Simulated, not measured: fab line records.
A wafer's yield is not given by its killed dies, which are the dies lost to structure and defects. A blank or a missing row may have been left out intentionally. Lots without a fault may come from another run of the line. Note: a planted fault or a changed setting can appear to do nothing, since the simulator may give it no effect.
Matching of chambers -- flow n5_finfet -- pecvd-04 running N5_BEOL_M0_DEP_125: 3 sister chambers
The step deposits SiCN from 3MS/NH3, target thk 8 nm, time 14 s. 22 wafers are shown with their chamber, then 11 later ones without.

EACH WAFER AND ITS CHAMBER
wafer,chamber,throttle_valve_pct (%),showerhead_plenum_p_Torr (Torr)
L078.1,2,8.3,3.690
L078.3,0,8.5,3.670
L078.6,1,10.0,3.646
L081.1,0,8.5,3.669
L081.4,1,9.7,3.657
L081.6,0,8.7,3.662
L082.1,0,8.3,3.668
L082.3,1,9.8,3.650
L082.6,2,8.7,3.685
L084.3,2,8.5,3.677
L084.4,1,9.9,3.655
L084.6,2,8.6,3.681
L087.1,0,8.5,3.659
L087.4,1,9.8,3.655
L087.5,2,8.6,3.675
L089.2,1,9.6,3.650
L089.3,0,8.6,3.666
L089.5,2,8.3,3.671
L088.3,0,8.5,3.671
L088.5,0,8.2,3.670
L088.6,2,8.4,3.685
L090.1,1,9.7,3.649

SIGNATURES (averages over the wafers above)
reading,chamber 0,chamber 1,chamber 2,scatter within a chamber
throttle_valve_pct,8.475,9.786,8.486,0.151
showerhead_plenum_p_Torr,3.66688,3.65171,3.68057,0.00507
Rule: for each reading, subtract the chamber's mean from the wafer's reading, divide by that reading's scatter and square the result; add these up over the readings and take the root, which gives the wafer's distance from the chamber. If the next closest chamber is less than 2 further off than the closest, the wafer can't be placed; otherwise it belongs to the closest. How the scatter is found: for the shown wafers, subtract from each reading the mean of its chamber, square and add these, divide the total by (wafers less chambers), then take the root.

WAFERS MISSING THEIR CHAMBER
wafer,throttle_valve_pct (%),showerhead_plenum_p_Torr (Torr)
L090.3,8.7,3.674
L090.6,8.6,3.665
L091.1,8.6,3.684
L091.4,8.5,3.665
L091.6,8.4,3.680
L093.1,8.5,3.661
L093.3,8.7,3.666
L093.5,8.4,3.691
L096.3,8.4,3.667
L096.4,8.8,3.686
L096.5,9.7,3.660

EACH ONE'S CHAMBER
wafer,from the rows above,in truth
L090.3,can't be placed: 2 or 0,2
L090.6,0,0
L091.1,2,2
L091.4,0,0
L091.6,2,2
L093.1,0,0
L093.3,can't be placed: 0 or 2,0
L093.5,2,2
L096.3,0,0
L096.4,2,2
L096.5,1,1
Placed correctly: 9 of 11. Not placeable from these rows: 2 (in 2, the candidates include the true chamber). Wrongly placed: 0.
